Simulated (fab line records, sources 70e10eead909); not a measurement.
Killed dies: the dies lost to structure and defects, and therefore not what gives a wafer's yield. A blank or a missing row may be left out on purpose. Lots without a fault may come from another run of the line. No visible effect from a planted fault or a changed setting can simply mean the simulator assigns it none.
Which tool is to blame? | flow nand harc | 14 lots, 42 wafers sampled, at 4 steps of a route of 1159

== WHAT THE GAUGES SHOWED, per wafer ==
NHARC_P_BONDPAD_CD_MEAS_13.
lot  | measured     | on        | cd nm (nm)
L824 | day 6 19:31  | cd sem-03 | 500.9 499.2 499.2
L825 | day 6 20:53  | cd sem-03 | 497.6 498.0 497.2
L826 | day 6 23:46  | cd sem-02 | 498.9 498.8 497.3
L827 | day 7 00:54  | cd sem-01 | 498.9 498.3 500.4
L830 | day 7 20:20  | cd sem-02 | 500.7 501.7 499.8
L829 | day 7 23:40  | cd sem-02 | 500.6 500.7 501.4
L832 | day 8 06:56  | cd sem-02 | 498.4 499.2 500.5
L836 | day 9 19:29  | cd sem-03 | 500.4 501.7 500.7
L837 | day 10 10:48 | cd sem-03 | 497.6 498.0 499.0
L839 | day 10 11:25 | cd sem-01 | 501.0 499.9 499.2
L841 | day 10 11:58 | cd sem-03 | 500.1 499.2 500.4
L843 | day 10 20:04 | cd sem-03 | 498.5 498.8 494.5
L845 | day 12 01:24 | cd sem-02 | 499.2 501.6 498.2
L847 | day 12 09:21 | cd sem-02 | 499.5 500.0 499.6

NHARC_A_SOURCE_PLATE_THK_MEAS_09: measures by ellipsometry.
lot  | measured     | on            | thk nm (nm)
L824 | day 7 08:08  | film metro-02 | 11.2 8.9 9.7
L825 | day 7 08:08  | film metro-01 | 8.2 8.6 8.9
L826 | day 7 12:18  | film metro-02 | 9.0 10.3 8.7
L827 | day 7 12:18  | film metro-01 | 9.8 9.6 10.5
L830 | day 8 09:34  | film metro-01 | 9.6 10.3 11.8
L836 | day 10 06:38 | film metro-02 | 9.0 8.8 9.7
L837 | day 10 23:19 | film metro-02 | 9.9 10.2 10.8
L839 | day 10 23:19 | film metro-01 | 9.8 9.7 9.5
L841 | day 10 23:19 | film metro-01 | 10.4 10.2 9.1
L843 | day 11 08:31 | film metro-02 | 11.8 12.4 8.3
L845 | day 12 12:53 | film metro-02 | 9.7 7.7 8.0
L847 | day 12 22:33 | film metro-02 | 11.3 9.6 9.1

== EACH LOT AND THE TOOL THAT RAN IT (in order: tool; ch and the chambers of the sampled wafers; start) ==
lot  | NHARC_P_BONDPAD_ETCH_12                       | NHARC_A_ZERO_WELL_DEVELOP_09
L824 | rie diel-02 ch 1,2,3, day 6 19:31 or earlier  | litho track-05 ch 0, day 6 23:00
L825 | rie diel-04 ch 1,2,3, day 6 20:53 or earlier  | litho track-02 ch 0, day 7 00:00
L826 | rie diel-04 ch 2,3, day 6 23:46 or earlier    | litho track-02 ch 0, day 7 03:00
L827 | rie diel-04 ch 0,2, day 7 00:54 or earlier    | litho track-05 ch 0, day 7 04:00
L830 | rie diel-04 ch 0,1, day 7 20:20 or earlier    | litho track-07 ch 0, day 7 23:00
L829 | rie diel-04 ch 0,2,3, day 7 23:40 or earlier  | litho track-07, day 8 03:00
L832 | rie diel-04 ch 0,2,3, day 8 06:56 or earlier  | litho track-05, day 8 10:00
L836 | rie diel-02 ch 0,1,2, day 9 19:29 or earlier  | litho track-02 ch 0, day 9 23:00
L837 | rie diel-04 ch 0,2, day 10 10:48 or earlier   | litho track-05 ch 0, day 10 14:00
L839 | rie diel-04 ch 0,1,3, day 10 11:25 or earlier | litho track-07 ch 0, day 10 15:00
L841 | rie diel-04 ch 1,3, day 10 11:58 or earlier   | litho track-05 ch 0, day 10 15:00
L843 | rie diel-04 ch 1,2, day 10 20:04 or earlier   | litho track-02 ch 0, day 10 23:00
L845 | rie diel-04 ch 1,2,3, day 12 01:24 or earlier | litho track-02 ch 0, day 12 04:00
L847 | rie diel-13 ch 0,2,3, day 12 09:21 or earlier | litho track-02 ch 0, day 12 13:00
- NHARC_P_BONDPAD_ETCH_12: etches the open film in CHF3/O2, target depth 200 nm, time 100 s.
- NHARC_A_ZERO_WELL_DEVELOP_09: time 50 s.

== AS READ BY THE TOOLS THEMSELVES (means over the sampled wafers that have a number; for cases with no such wafer, the mark the record gives instead) ==
NHARC_P_BONDPAD_ETCH_12.
lot  | tool        | drypump motor current A (A) | oes product au (a.u.) | rf vpp V (V) | showerhead plenum p Torr (Torr) | throttle valve pct (%)
L824 | rie diel-02 | 5.8                         | 0.977                 | 370.2        | 2.38                            | 20.566
L825 | rie diel-04 | 6.0                         | 0.972                 | 371.5        | 2.45                            | 20.573
L826 | rie diel-04 | 6.2                         | 0.974                 | 371.8        | 2.47                            | 20.561
L827 | rie diel-04 | 6.1                         | 0.980                 | 370.0        | 2.38                            | 20.567
L830 | rie diel-04 | 5.7                         | 0.966                 | 368.4        | 2.34                            | 20.583
L829 | rie diel-04 | 6.0                         | 0.924                 | 370.5        | 2.41                            | 20.570
L832 | rie diel-04 | 5.9                         | 0.924                 | 371.0        | 2.42                            | 20.572
L836 | rie diel-02 | 5.5                         | 0.963                 | 369.3        | 2.34                            | 20.574
L837 | rie diel-04 | 6.0                         | 0.926                 | 369.4        | 2.37                            | 20.582
L839 | rie diel-04 | 5.8                         | 0.970                 | 369.3        | 2.39                            | 20.568
L841 | rie diel-04 | 5.9                         | 0.973                 | 372.1        | 2.49                            | 20.580
L843 | rie diel-04 | 5.9                         | 0.917                 | 370.1        | 2.38                            | 20.578
L845 | rie diel-04 | 6.0                         | 0.923                 | 372.0        | 2.45                            | 20.580
L847 | rie diel-13 | 5.5                         | 0.920                 | 369.3        | 2.32                            | 20.586

NHARC_A_ZERO_WELL_DEVELOP_09.
lot  | tool           | chill plate temp C (C) | developer temp C (C)
L824 | litho track-05 | 23.12                  | 21.86
L825 | litho track-02 | 22.92                  | 21.88
L826 | litho track-02 | 23.07                  | 21.95
L827 | litho track-05 | 22.97                  | 21.96
L830 | litho track-07 | 23.03                  | 22.15
L829 | litho track-07 | -                      | -
L832 | litho track-05 | -                      | -
L836 | litho track-02 | 22.99                  | 22.02
L837 | litho track-05 | 23.07                  | 22.12
L839 | litho track-07 | 23.07                  | 21.95
L841 | litho track-05 | 22.87                  | 21.99
L843 | litho track-02 | 23.04                  | 22.06
L845 | litho track-02 | 23.13                  | 21.86
L847 | litho track-02 | 23.05                  | 21.94

== THE ANSWER, worked out from the rows above alone ==
Rule: what is usual is taken from the lots themselves. The widest of any qualifying gaps counts: lots, ordered by their means at a reading, are off when they make up no more than a third of the lots, leave a main group of 4 or more, and stand apart from it by 3 or more times the standard deviation of that group's means. If all means in a main group match to the digits the tables above print for the reading, that group is not used. A lot without any number at a reading at which 4 lots or more have one is off too. Where the step has rows for the other lots, those lots are counted as sound. First the gauges in route order, then the tools' own readings, where a lot's mean is used as printed above. The first step at which some lot is off is used, and at that step the reading that is off furthest; a lot without a number counts as furthest.
Off, at NHARC_A_ZERO_WELL_DEVELOP_09 on chill plate temp C: L829, L832. Without a number there: L829, L832. The main group: mean 23.03 C, standard deviation 0.074.
If a tool, at that step or one of the process steps before it, ran each lot that is off and ran no sound lot following the first of them, it fits. NHARC_P_BONDPAD_ETCH_12: start missing for some lots; hours and lot order therefore follow NHARC_P_BONDPAD_CD_MEAS_13. Not one of the candidates tried fits.

== WHAT HAD BEEN PUT IN BY THE SIMULATOR ==
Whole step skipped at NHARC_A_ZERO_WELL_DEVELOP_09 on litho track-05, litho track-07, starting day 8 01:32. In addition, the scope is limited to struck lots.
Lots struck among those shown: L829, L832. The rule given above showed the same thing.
